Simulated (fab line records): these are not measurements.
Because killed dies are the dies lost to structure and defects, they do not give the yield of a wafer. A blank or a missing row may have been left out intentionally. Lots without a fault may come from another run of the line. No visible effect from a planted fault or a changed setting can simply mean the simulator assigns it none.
3 desks looking at one fault    flow nand-harc    each desk holds nothing but its own numbers, with what lay behind them at the end

## THE DEFECT DESK
Per lot, the means of the sampled wafers with a number show what the inspections along the route counted. Marked OUT: a lot whose mean sits more than 4 standard deviations from the usual mean, which makes it out of limits; the brackets give that distance.
Columns: A = raw-defect-count at NHARC_A_DECK1_JOINT_INSPECT_05, usual 316
lot   first seen here  A
L125  day 13 15:08     287
L126  day 13 15:10     263
L127  day 13 20:57     211
L128  day 14 11:43     408
L129  day 14 22:03     339
L130  day 15 09:44     316
L131  day 15 17:23     376
L132  day 16 06:43     339
L137  day 18 15:40     363
L140  day 19 04:12     209
L143  day 21 01:07     320
L144  day 21 06:12     399
This desk's verdict: no lot among the 12 shows anything out of limits.

## DESK OF THE TOOL OWNER: pecvd-04
The tool's own readings at NHARC_A_DECK1_JOINT_DEP_16 (deposits SiO2, target thk 45 nm): means of the sampled wafers that have a number, for each lot that ran on this tool. Marked OUT: a lot whose mean sits more than 4 standard deviations from the usual mean, which makes it out of limits; the brackets give that distance.
Columns: A = heater-power-w at NHARC_A_DECK1_JOINT_DEP_16, usual 585 W; B = rf-fwd-power-W at NHARC_A_DECK1_JOINT_DEP_16, usual 896.4 W; C = susceptor-temp-C at NHARC_A_DECK1_JOINT_DEP_16, usual 399.98 C; D = throttle-valve-pct at NHARC_A_DECK1_JOINT_DEP_16, usual 16.0 %
lot   first seen here  A    B      C       D
L125  day 13 14:49     541  899.6  400.09  15.8
L128  day 14 11:26     505  896.4  400.04  15.8
L129  day 14 21:46     508  894.2  399.83  15.6
L131  day 15 17:04     516  894.3  399.94  15.9
L132  day 16 06:26     478  893.4  400.01  15.6
This desk's verdict: no lot among the 5 shows anything out of limits.

## AT THE METROLOGY DESK
Means of the sampled wafers that have a number, per lot and without regard to the tool the lot ran on: this is what the gauges read. Marked OUT: a lot whose mean sits more than 4 standard deviations from the usual mean, which makes it out of limits; the brackets give that distance.
Columns: A = thk-nm at NHARC_A_DECK1_JOINT_THK_MEAS_17, usual 45.1 nm; B = thk-nm at NHARC_A_ONON_D2_THK_MEAS_18, usual 997 nm
lot   first seen here  A                B
L125  day 13 15:05     44.7             983
L126  day 13 15:08     43.9             982
L127  day 13 20:55     44.6             983
L128  day 14 11:41     47.1             1009
L129  day 14 22:01     40.7 (-4.0) OUT  997
L130  day 15 09:42     45.0             992
L131  day 15 17:20     38.4 (-6.1) OUT  1011
L132  day 16 06:41     42.1             995
L137  day 18 15:38     45.1             992
L140  day 19 04:10     45.4             1013
L143  day 21 01:04     44.1             987
L144  day 21 06:10     45.5             990
This desk finds L129, L131 out of limits, L129 being first, at day 14 22:01 (thk-nm at NHARC_A_DECK1_JOINT_THK_MEAS_17). In limits: L125, L126, L127, L128, L130, L132, L137, L140, L143, L144.

## BROUGHT TOGETHER
Metrology desk: alarm possible at day 14 22:01 on L129, L131.
No out-of-limits result turned up at the defect desk.
The desk of the tool owner found nothing out of limits.
The defect desk has L129, L131 on record, within its limits.
Tool owner's desk: L129, L131 on record, inside its limits.
NHARC_A_DECK1_JOINT_DEP_16 was run on pecvd-04 by each of the lots named.

## WHAT THE SIMULATOR HAD INSERTED
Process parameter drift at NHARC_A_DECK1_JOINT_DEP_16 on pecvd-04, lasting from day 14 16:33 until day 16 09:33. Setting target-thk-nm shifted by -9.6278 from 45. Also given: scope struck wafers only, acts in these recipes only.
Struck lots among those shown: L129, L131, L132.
Time in hours between the start of the fault and the first out-of-limits reading at each desk: metrology desk, 5.
